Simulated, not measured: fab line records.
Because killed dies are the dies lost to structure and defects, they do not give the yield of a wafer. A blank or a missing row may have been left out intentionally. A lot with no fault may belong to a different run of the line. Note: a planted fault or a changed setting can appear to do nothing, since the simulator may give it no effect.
A struck lot beside a sound one :: flow n5 finfet :: 20 out of 1938 route steps
Sound: the wafers L190.1, L190.4, L190.5. The struck wafers were L193.1, L193.3, L193.5. The cause is given at the end.
Each step with rows lists, per side, the tool, then ch with its chambers, then its first start. Under that, the readings that differ: sound wafers :: struck wafers :: difference of the means :: sigmas: that difference in standard deviations of wafers without a fault.
alike: same words and numbers on both sides, and readings whose means sit less than 2 such deviations apart. not compared: any withheld reading, any reading some wafer has no value for, any bound like >300 that may hide the same value, and any number with overlapping values for which the record gives no deviation.
Wherever a step has rows on one side only, a row that says differs or no value, or a row with sigmas, the two part there. Non-overlapping numbers with no deviation appear without sigmas and do not part them. A reading missing from all wafers of one side parts the sides only when that side holds two or more wafers.

first, 2 steps without rows for these wafers: N5_BEOL_M2_STRIP_65 (strips in N2/H2); N5_BEOL_M2_STRIP_75 (strips in N2/H2).
N5_BEOL_M2_STRIP_66: strips in CF4.
  sound on rie diel-06 ch 0,3, day 10 04:17; struck on rie diel-05 ch 0,1, day 10 20:28
  alike: chamber pressure mTorr, drypump motor current A, oes product au, rf vpp V, showerhead plenum p Torr, throttle valve pct
  not compared: rf hours counter h
N5_BEOL_M2_HM_OPEN_17: chemistry Cl2/BCl3, target TiN, target depth 20 nm, overetch 6 nm.
  sound on rie metal-01 ch 0, day 10 04:20; struck on rie metal-03 ch 0, day 10 20:31
reading: drypump motor current A (A)
sound: 6.2 6.3 6.3
struck: 5.3 5.3 5.3
difference: -1.0
sigmas: -2
  alike: chamber pressure mTorr, he backside leak sccm, oes product au, throttle valve pct
  not compared: rf hours counter h
N5_BEOL_M2_STRIP_19: strips in O2.
  sound on rie diel-05 ch 0,2, day 10 04:27; struck on rie diel-05 ch 0,1,3, day 10 20:37
  alike: chamber pressure mTorr, drypump motor current A, oes product au, rf vpp V, showerhead plenum p Torr, throttle valve pct
  not compared: rf hours counter h
N5_BEOL_M2_CD_MEAS_18: pitch 36 nm, target cd 18 nm.
  sound: cd sem-03 at day 10 04:31; struck: cd sem-03 at day 10 20:41
  alike: cd nm
then, 6 steps without rows for these wafers: N5_BEOL_M2_COAT_67 (time 60 s, resist thk 60 nm); N5_BEOL_M2_COAT_68 (time 60 s, resist thk 12 nm); N5_BEOL_M2_COAT_76 (time 60 s, resist thk 5 nm); N5_BEOL_M2_COAT_22 (resist thk 30 nm); N5_BEOL_M2_EBR_24; N5_BEOL_M2_SOFTBAKE_23 (time 60 s).
N5_BEOL_M2_EXPOSE_25: exposes mask V1, defocus 5 nm.
  sound on euv scanner-02 ch 0, day 10 04:42; struck on euv scanner-02 ch 0, day 10 20:59
reading: model.BEOL_M2.overlay x nm (nm)
sound: -0.2 -0.2 -0.2
struck: 8 8 8
difference: +8
sigmas: 
  alike: mask
then, 2 steps without rows for these wafers: N5_BEOL_M2_PEB_26 (peb time 60 s); N5_BEOL_M2_DEVELOP_27 (develop time 30 s).
N5_BEOL_M2_CD_MEAS_28: target cd 26.2 nm, target cd y 24.1 nm.
  sound on cd sem-03 ch 0, day 10 04:50; struck on cd sem-03 ch 0, day 10 21:08
  alike: cd nm
N5_BEOL_M2_OVL_MEAS_29:
  sound on overlay-01 ch 0, day 10 04:52; struck on overlay-02 ch 0, day 10 21:10
reading: V1_OVL (nm)
sound: -0.6 0.1 0.0
struck: 7.1 7.4 7.2
difference: +7.4
sigmas: +13
N5_BEOL_M2_INSPECT_30: inspects for defects (brightfield).
  sound: defect inspect-01 at day 10 04:56; struck: defect inspect-02 at day 10 21:13
  alike: raw defect count
N5_BEOL_M4_RC_MEAS_101:
  sound on prober-02 ch 0, day 11 17:36; struck on prober-01 ch 0, day 12 16:10
reading: DIBL_N (mV/V)
sound: 40.6 40.2 37.8
struck: 36.2 34.5 35.0
difference: -4.3
sigmas: -2

reading: DIBL_P (mV/V)
sound: 41.6 39.0 38.2
struck: 34.6 32.5 33.4
difference: -6.1
sigmas: -3

reading: IOFF_P (nA/um)
sound: 0.31 0.25 0.24
struck: 0.19 0.16 0.17
difference: -0.09
sigmas: -3

reading: SS_N (mV/dec)
sound: 72.2 73.9 72.4
struck: 71.8 71.2 70.8
difference: -1.6
sigmas: -2
  alike: IOFF_N, ION_N, ION_P, SS_P, VT_N, VT_P
-- here the record skips 5 days between the struck wafers' starts before and after, leaving off in module BEOL_M4 and picking up in module PASSIVATION (first step shown: number 1936 of the route) --
N5_PASSIVATION_PROBE_49:
  only the struck wafers here have rows in the record (prober-01, day 17 15:35); the sound ones have none

WHERE THEY PART
Last at N5_PASSIVATION_PROBE_49 as far as this record goes, first at N5_BEOL_M2_HM_OPEN_17.

WHY: what the simulator had put in
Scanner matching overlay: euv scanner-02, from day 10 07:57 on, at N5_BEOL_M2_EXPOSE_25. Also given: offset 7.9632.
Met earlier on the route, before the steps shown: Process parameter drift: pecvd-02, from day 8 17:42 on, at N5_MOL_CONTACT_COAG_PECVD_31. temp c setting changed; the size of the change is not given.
